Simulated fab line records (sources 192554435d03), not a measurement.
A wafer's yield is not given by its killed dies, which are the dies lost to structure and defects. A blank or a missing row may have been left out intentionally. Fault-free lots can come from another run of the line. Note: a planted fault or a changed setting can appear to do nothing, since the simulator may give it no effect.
Matching of chambers	flow n5 finfet	pecvd-04 running N5_BEOL_M7_PECVD_70: 3 sister chambers
The step deposits SiO2 from TEOS/O2, target thk 20 nm, time 22.7 s. 18 wafers are shown with their chamber, then 9 later ones without.

## WAFERS, EACH WITH ITS CHAMBER
wafer	chamber	throttle valve pct (%)	showerhead plenum p Torr (Torr)	heater power w (W)
L075.1	0	20.7	8.86	631
L075.2	1	25.6	8.84	842
L075.6	0	20.8	8.86	648
L079.4	0	21.1	8.88	681
L079.5	1	25.6	8.84	819
L079.6	0	20.9	8.88	695
L082.1	0	20.8	8.82	703
L082.2	2	20.9	8.66	569
L082.3	1	25.5	8.85	861
L085.1	2	21.1	8.64	532
L085.4	0	20.9	8.87	582
L085.6	2	21.1	8.64	565
L084.2	0	20.9	8.87	721
L084.4	2	20.7	8.66	509
L084.5	1	25.7	8.86	735
L086.1	0	21.0	8.87	669
L086.4	0	20.9	8.88	675
L086.5	1	25.7	8.83	856

SIGNATURES, as means of the wafers listed above
reading	chamber 0	chamber 1	chamber 2	scatter within a chamber
throttle valve pct	20.889	25.620	20.950	0.128
showerhead plenum p Torr	8.8656	8.8440	8.6500	0.0158
heater power w	667.22	822.60	543.75	42.6
Rule: for a wafer and a chamber, the distance is found by dividing, reading by reading, the gap between the wafer's reading and the chamber's mean by the reading's scatter, squaring, summing and taking the root. The wafer belongs to the nearest chamber; if the next one is less than 2 further off, it can't be placed. How the scatter is found: for the shown wafers, subtract from each reading the mean of its chamber, square and add these, divide the total by (wafers less chambers), then take the root.

## WAFERS MISSING THEIR CHAMBER
wafer	throttle valve pct (%)	showerhead plenum p Torr (Torr)	heater power w (W)
L094.3	25.5	8.85	805
L094.5	25.6	8.86	790
L094.6	21.0	8.87	621
L093.1	21.5	8.84	610
L093.2	25.6	8.84	840
L093.4	21.0	8.86	623
L095.1	20.9	8.88	718
L095.2	21.1	8.64	513
L095.3	25.4	8.86	783

## WHICH CHAMBER EACH WENT THROUGH
wafer	from the rows above	in truth
L094.3	1	1
L094.5	1	1
L094.6	0	0
L093.1	0	0
L093.2	1	1
L093.4	0	0
L095.1	0	0
L095.2	2	2
L095.3	1	1
Placed correctly: 9 of 9. Number that these rows cannot place: 0. Placed wrongly: 0.
